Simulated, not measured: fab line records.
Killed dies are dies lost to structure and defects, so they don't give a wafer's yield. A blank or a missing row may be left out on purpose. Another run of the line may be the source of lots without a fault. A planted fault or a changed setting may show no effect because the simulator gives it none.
The tool behind it: which one? -- flow n5 finfet -- Sampling: 24 lots, 72 wafers, 2 of 1938 route steps

## WHAT EACH GAUGE READ, for each wafer
N5_MOL_CONTACT_COAG_CD_MEAS_101: target cd 16 nm.
lot,measured,on,cd nm (nm)
L074,day 5 09:47,cd sem-02,15.63 15.58 15.72
L075,day 5 14:59,cd sem-03,15.67 16.06 16.23
L076,day 5 20:47,cd sem-03,15.72 16.06 15.74
L077,day 6 00:28,cd sem-01,15.91 15.92 15.97
L078,day 6 05:30,cd sem-02,15.71 15.91 15.99
L079,day 6 12:18,cd sem-03,16.02 15.70 15.89
L080,day 6 16:04,cd sem-03,16.22 16.37 15.69
L081,day 7 07:13,cd sem-03,16.27 15.87 16.03
L082,day 7 07:25,cd sem-02,16.37 16.28 16.07
L083,day 7 15:19,cd sem-02,16.02 15.78 15.98
L084,day 7 18:49,cd sem-02,15.82 16.55 16.32
L086,day 8 07:17,cd sem-03,16.31 15.98 16.28
L085,day 8 08:08,cd sem-02,15.99 15.94 15.89
L087,day 8 15:55,cd sem-01,15.86 15.87 15.73
L088,day 8 17:13,cd sem-01,15.81 15.71 16.19
L089,day 9 01:14,cd sem-03,15.68 15.33 15.64
L090,day 9 04:01,cd sem-02,16.05 16.49 16.80
L091,day 9 08:57,cd sem-01,15.93 16.14 16.13
L092,day 9 15:06,cd sem-02,16.24 16.16 15.76
L093,day 9 23:04,cd sem-03,16.17 16.44 15.98
L094,day 10 04:27,cd sem-03,16.23 15.75 15.78
L095,day 10 08:54,cd sem-02,15.71 15.62 15.76
L096,day 10 13:21,cd sem-03,15.93 16.08 16.29
L097,day 10 20:01,cd sem-03,15.82 15.86 15.99

N5_BEOL_M0_SAQP_INSPECT_16: inspects for defects (brightfield).
lot,measured,on,raw defect count
L074,day 5 15:22,defect inspect-02,436 493 465
L075,day 5 22:11,defect inspect-02,374 313 570
L076,day 6 03:09,defect inspect-01,708 557 498
L077,day 6 06:44,defect inspect-01,705 461 584
L078,day 6 10:50,defect inspect-01,624 740 596
L079,day 6 19:23,defect inspect-02,529 600 537
L080,day 6 21:20,defect inspect-01,372 365 317
L081,day 7 12:55,defect inspect-02,564 910 570
L082,day 7 16:32,defect inspect-02,378 375 513
L083,day 7 22:23,defect inspect-02,435 815 572
L084,day 8 00:40,defect inspect-02,616 750 634
L086,day 8 13:14,defect inspect-01,564 641 475
L085,day 8 16:13,defect inspect-01,705 432 609
L087,day 8 21:29,defect inspect-02,510 540 995
L088,day 9 00:50,defect inspect-02,547 554 713
L089,day 9 09:13,defect inspect-01,438 477 464
L090,day 9 09:53,defect inspect-01,407 371 445
L091,day 9 15:04,defect inspect-01,513 416 563
L092,day 9 20:12,defect inspect-01,508 601 441
L093,day 10 04:38,defect inspect-02,472 450 503
L094,day 10 10:22,defect inspect-01,553 581 709
L095,day 10 14:31,defect inspect-02,436 519 453
L096,day 10 18:52,defect inspect-02,621 651 328
L097,day 11 02:35,defect inspect-02,525 460 594

## WHICH TOOL RAN EACH LOT (tool, then ch and the chambers of the sampled wafers, then the start)
Record: no process step prior to these readings.

## AS READ BY THE TOOLS THEMSELVES (means over the sampled wafers that have a number; for cases with no such wafer, the mark the record gives instead)
The record holds no such reading with a usual standard deviation.

## THE ANSWER, worked out from the rows above alone
Rule: what is usual is taken from the lots themselves. Put in order of their means at a reading, lots are off if they are a third of the lots or fewer, leave a main group of 4 or more, and stand apart from it by a gap of 3 or more times the standard deviation of the main group's means; of several such gaps the widest counts. The tables above print the reading to a certain number of digits; a main group whose means all agree to those digits is not used. A lot without any number at a reading at which 4 lots or more have one is off too. Any other lot the step has rows for is counted as sound. First the gauges in route order, then the tools' own readings, where a lot's mean is used as printed above. The first step at which some lot is off is used, and at that step the reading that is off furthest; a lot without a number counts as furthest.
Across all readings shown, no lot is off: no conclusion can be drawn from this.

## WHAT WAS PUT IN BY THE SIMULATOR
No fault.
